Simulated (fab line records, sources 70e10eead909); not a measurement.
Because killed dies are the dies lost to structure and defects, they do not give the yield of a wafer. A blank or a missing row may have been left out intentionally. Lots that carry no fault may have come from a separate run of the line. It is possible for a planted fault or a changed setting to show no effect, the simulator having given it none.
Chamber matching / flow nandHarc / rieDiel-05 running NHARC_A_BLC_ETCH_16: 4 sister chambers
The step etches the open film in CF4, target depth 39 nm, time 65 s. 8 wafers are shown with their chamber, then 7 later ones without.

WAFERS, EACH WITH ITS CHAMBER
wafer=L823.5; chamber=3; drypumpMotorCurrentA (A)=6.4; rfVppV (V)=152.0
wafer=L827.5; chamber=2; drypumpMotorCurrentA (A)=6.2; rfVppV (V)=150.5
wafer=L827.6; chamber=3; drypumpMotorCurrentA (A)=6.3; rfVppV (V)=152.5
wafer=L828.3; chamber=0; drypumpMotorCurrentA (A)=5.8; rfVppV (V)=150.4
wafer=L828.4; chamber=1; drypumpMotorCurrentA (A)=5.9; rfVppV (V)=150.2
wafer=L828.6; chamber=1; drypumpMotorCurrentA (A)=5.9; rfVppV (V)=149.9
wafer=L831.1; chamber=0; drypumpMotorCurrentA (A)=5.8; rfVppV (V)=150.5
wafer=L831.3; chamber=2; drypumpMotorCurrentA (A)=6.2; rfVppV (V)=151.9

WAFERS WHOSE CHAMBER IS MISSING
wafer=L831.5; drypumpMotorCurrentA (A)=6.4; rfVppV (V)=152.8
wafer=L833.2; drypumpMotorCurrentA (A)=6.2; rfVppV (V)=152.8
wafer=L833.3; drypumpMotorCurrentA (A)=5.8; rfVppV (V)=152.3
wafer=L833.5; drypumpMotorCurrentA (A)=5.8; rfVppV (V)=152.1
wafer=L835.4; drypumpMotorCurrentA (A)=5.9; rfVppV (V)=150.4
wafer=L830.4; drypumpMotorCurrentA (A)=5.9; rfVppV (V)=149.1
wafer=L834.6; drypumpMotorCurrentA (A)=6.2; rfVppV (V)=152.2

THE CHAMBER EACH PASSED THROUGH
wafer=L831.5; from the rows above=3; in truth=3
wafer=L833.2; from the rows above=can't be placed: 2 or 3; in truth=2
wafer=L833.3; from the rows above=can't be placed: 0 or 1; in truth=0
wafer=L833.5; from the rows above=can't be placed: 0 or 1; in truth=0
wafer=L835.4; from the rows above=1; in truth=1
wafer=L830.4; from the rows above=1; in truth=1
wafer=L834.6; from the rows above=2; in truth=2
Correct placement for 4 of the 7. Not placeable from these rows: 3 (in 3, the candidates include the true chamber). Number placed wrongly: 0.
How it was worked out, from the rows above alone: a wafer's distance from a chamber is the root of the sum, over the readings, of the square of ((its reading less the chamber's mean) divided by the reading's scatter). If the next closest chamber is less than 2 further off than the closest, the wafer can't be placed; otherwise it belongs to the closest. The mean given for a chamber averages the wafers shown for that chamber. The scatter: take each reading less its chamber's mean, square it, sum over the shown wafers, divide by the number of wafers less the number of chambers, and take the root.
